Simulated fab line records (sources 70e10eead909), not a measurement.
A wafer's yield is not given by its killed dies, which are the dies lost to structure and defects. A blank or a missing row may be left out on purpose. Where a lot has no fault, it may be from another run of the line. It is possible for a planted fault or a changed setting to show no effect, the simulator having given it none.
Which of the tools did it?	flow nandHarc	18 wafers sampled from 6 lots at 1 step of a route of 1159

## WHAT EACH GAUGE READ, for each wafer
NHARC_A_M0_OVL_MEAS_10: pitch 160 nm.
lot	measured	on	overlayXNm (nm)
L475	day 19 07:25	overlay-02	-0.2 0.2 -0.2
L479	day 19 19:43	overlay-02	0.4 0.3 0.7
L480	day 20 05:00	overlay-02	-0.7 -1.1 -1.1
L488	day 21 22:06	overlay-02	0.0 -0.4 -0.7
L491	day 22 18:29	overlay-02	1.0 1.0 1.1
L492	day 23 01:08	overlay-02	-0.1 -0.5 -0.4

## WHAT TOOL EACH LOT RAN ON (gives the tool, then ch and the chambers of the sampled wafers, and finally the start)
There is no process step in the record ahead of these readings.

## THE ANSWER, worked out from the rows above alone
Rule: the usual values come from the lots themselves. The widest of any qualifying gaps counts: lots, ordered by their means at a reading, are off when they make up no more than a third of the lots, leave a main group of 4 or more, and stand apart from it by 3 or more times the standard deviation of that group's means. Not used: any main group whose means are identical at the precision the tables above print for the reading. A lot without any number at a reading at which 4 lots or more have one is off too. Where the step has rows for the other lots, those lots are counted as sound.
Nothing can be told from this: no lot is off at any reading shown.

## WHAT THE SIMULATOR PUT IN
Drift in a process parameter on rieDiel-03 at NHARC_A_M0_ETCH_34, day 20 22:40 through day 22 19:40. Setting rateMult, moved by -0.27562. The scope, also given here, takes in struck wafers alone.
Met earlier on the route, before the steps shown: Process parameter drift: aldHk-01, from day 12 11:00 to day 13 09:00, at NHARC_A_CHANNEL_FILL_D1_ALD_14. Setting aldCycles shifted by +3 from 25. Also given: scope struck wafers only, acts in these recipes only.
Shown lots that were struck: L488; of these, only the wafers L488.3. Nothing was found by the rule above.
